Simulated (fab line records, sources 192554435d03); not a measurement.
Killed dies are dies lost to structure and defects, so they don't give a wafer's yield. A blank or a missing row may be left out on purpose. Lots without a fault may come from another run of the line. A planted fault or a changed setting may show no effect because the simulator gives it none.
Split-lot experiment | flow n5_finfet | 7 lots, 39 wafers read, on a route of 1938 steps

THE SPLIT
At N5_BEOL_M1_TRENCH_ETCH_37 (etches SiOC in C4F6/O2, target depth 55.207 nm, time 29 s), the setting time_s was moved away from the recipe's 29 s on 12 of the 39 wafers read, by -53.0% to +54.1%. The other wafers ran this setting at the recipe's value.

FROM THE SPLIT TO THE READING: what the file shows between them, 2 steps
- N5_BEOL_M1_ETCH_41: etches SiCN in CH3F/O2, target depth 31.9 nm, time 57.8 s
- N5_BEOL_M1_STRIP_97: strips in N2/H2, time 10 s

THE READING
trench_depth_nm, in nm, at N5_BEOL_M1_OCD_MEAS_38. Fault-free wafers of this fab line usually give 55.0 nm, standard deviation 1 nm.

wafer  | tool, chamber at the split | time_s as run, s | against the recipe | trench_depth_nm, nm | against lot-mates on the recipe
L076.1 | rie_diel-05, 2             | 29               | recipe             | 55.0                | -
L076.2 | rie_diel-05, 3             | 29               | recipe             | 53.1                | -
L076.3 | rie_diel-05, 0             | 13.63            | -53.0%             | 25.2                | -29.3
L076.4 | rie_diel-05, 1             | 29               | recipe             | 55.3                | -
L076.5 | rie_diel-05, 3             | 13.63            | -53.0%             | 24.8                | -29.7
L076.6 | rie_diel-05, 0             | 13.63            | -53.0%             | 25.1                | -29.4
L079.1 | rie_diel-05, 2             | 24.36            | -16.0%             | 46.8                | -8.1
L079.2 | rie_diel-05, 0             | 24.36            | -16.0%             | 46.3                | -8.6
L079.3 | rie_diel-05, 3             | 24.36            | -16.0%             | 44.9                | -10.0
L079.4 | rie_diel-05, 1             | 29               | recipe             | 55.7                | -
L079.5 | rie_diel-05, 0             | 29               | recipe             | 54.5                | -
L079.6 | rie_diel-05, 3             | 29               | recipe             | 54.5                | -
L080.3 | rie_diel-05, 1             | 29               | recipe             | 55.5                | -
L080.4 | rie_diel-05, 0             | 29               | recipe             | 54.9                | -
L080.6 | rie_diel-05, 2             | 29               | recipe             | 55.3                | -
L082.1 | rie_diel-02, 1             | 29               | recipe             | 53.3                | -
L082.2 | rie_diel-02, 0             | 37.35            | +28.8%             | 71.2                | +18.0
L082.3 | rie_diel-02, 1             | 29               | recipe             | 53.1                | -
L082.4 | rie_diel-02, 0             | 37.35            | +28.8%             | 71.3                | +18.1
L082.5 | rie_diel-02, 1             | 29               | recipe             | 53.2                | -
L082.6 | rie_diel-02, 0             | 37.35            | +28.8%             | 70.8                | +17.6
L086.1 | rie_diel-05, 1             | 29               | recipe             | 55.4                | -
L086.2 | rie_diel-05, 3             | 29               | recipe             | 54.6                | -
L086.3 | rie_diel-05, 0             | 29               | recipe             | 54.3                | -
L086.4 | rie_diel-05, 2             | 29               | recipe             | 56.1                | -
L086.5 | rie_diel-05, 0             | 29               | recipe             | 54.4                | -
L086.6 | rie_diel-05, 1             | 29               | recipe             | 55.2                | -
L088.1 | rie_diel-04, 2             | 29               | recipe             | 56.8                | -
L088.2 | rie_diel-04, 3             | 29               | recipe             | 55.9                | -
L088.3 | rie_diel-04, 0             | 29               | recipe             | 56.5                | -
L088.4 | rie_diel-04, 1             | 29               | recipe             | 56.5                | -
L088.5 | rie_diel-04, 3             | 29               | recipe             | 56.6                | -
L088.6 | rie_diel-04, 0             | 29               | recipe             | 55.5                | -
L093.1 | rie_diel-05, 1             | 44.7             | +54.1%             | 84.7                | +30.6
L093.2 | rie_diel-05, 3             | 29               | recipe             | 53.7                | -
L093.3 | rie_diel-05, 0             | 44.7             | +54.1%             | 84.4                | +30.3
L093.4 | rie_diel-05, 1             | 29               | recipe             | 55.4                | -
L093.5 | rie_diel-05, 3             | 29               | recipe             | 53.3                | -
L093.6 | rie_diel-05, 0             | 44.7             | +54.1%             | 84.7                | +30.6

THE FIT
A straight line over all 39 wafers: trench_depth_nm changes by +0.557 nm for each +1% of time_s; r = +1.00; the points scatter about the line by 0.99 nm.
The same after taking each lot's own level away (the mean of its wafers on the recipe; 39 wafers): +0.566 nm for each +1%; r = +1.00; scatter 0.74 nm.
On that fit, the largest move of time_s shifts the reading by 31 nm.
The lots' own levels span 53.20 to 56.30 nm, that is 3.1 times the standard deviation above.
So the lot-to-lot level changes the slope little: the two slopes agree.
Check: with one of the wafers moved furthest among these (+54.1%) left out of the fit, the line predicts +30.9 nm for it against its lot-mates. It came out at +30.6 nm against them.

OTHER SPLITS ON THESE WAFERS
These wafers also went through other splits before the reading. Each is held against what the fit with the lots' levels taken away leaves over:
other split on the same wafers | wafers away from the commonest value | r with trench_depth_nm (lot level and that fit taken away)
N5_FIN_SAQP_PECVD_48 time_s    | 15                                   | -0.20
N5_SDB_ALD_29 ald_cycles       | 15                                   | +0.36

THE WHOLE CHAIN: every reading that the file lists as answering this split, in the file's order
step                      | what it does                                              | reading                                                                          | change (the file's fit)                | r (the file's)
N5_BEOL_M1_TRENCH_ETCH_37 | etches SiOC in C4F6/O2, target depth 55.207 nm, time 29 s | BEOL_M1.feature_depth_nm (the simulator's own value, which no gauge read)        | +0.561 nm for each +1% of the setting  | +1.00
N5_BEOL_M1_TRENCH_ETCH_37 | etches SiOC in C4F6/O2, target depth 55.207 nm, time 29 s | etch.depth_nm (the simulator's own value, which no gauge read)                   | +0.562 nm for each +1% of the setting  | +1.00
N5_BEOL_M1_TRENCH_ETCH_37 | etches SiOC in C4F6/O2, target depth 55.207 nm, time 29 s | TiN_of_BEOL_M1_HM_DEP_02.thk_nm (the simulator's own value, which no gauge read) | -0.0204 nm for each +1% of the setting | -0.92
N5_BEOL_M1_OCD_MEAS_38    |                                                           | trench_depth_nm                                                                  | +0.566 nm for each +1% of the setting  | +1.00

THE FILE'S OWN FIT
trench_depth_nm changes by +0.566 nm for each +1% of time_s, r = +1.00.
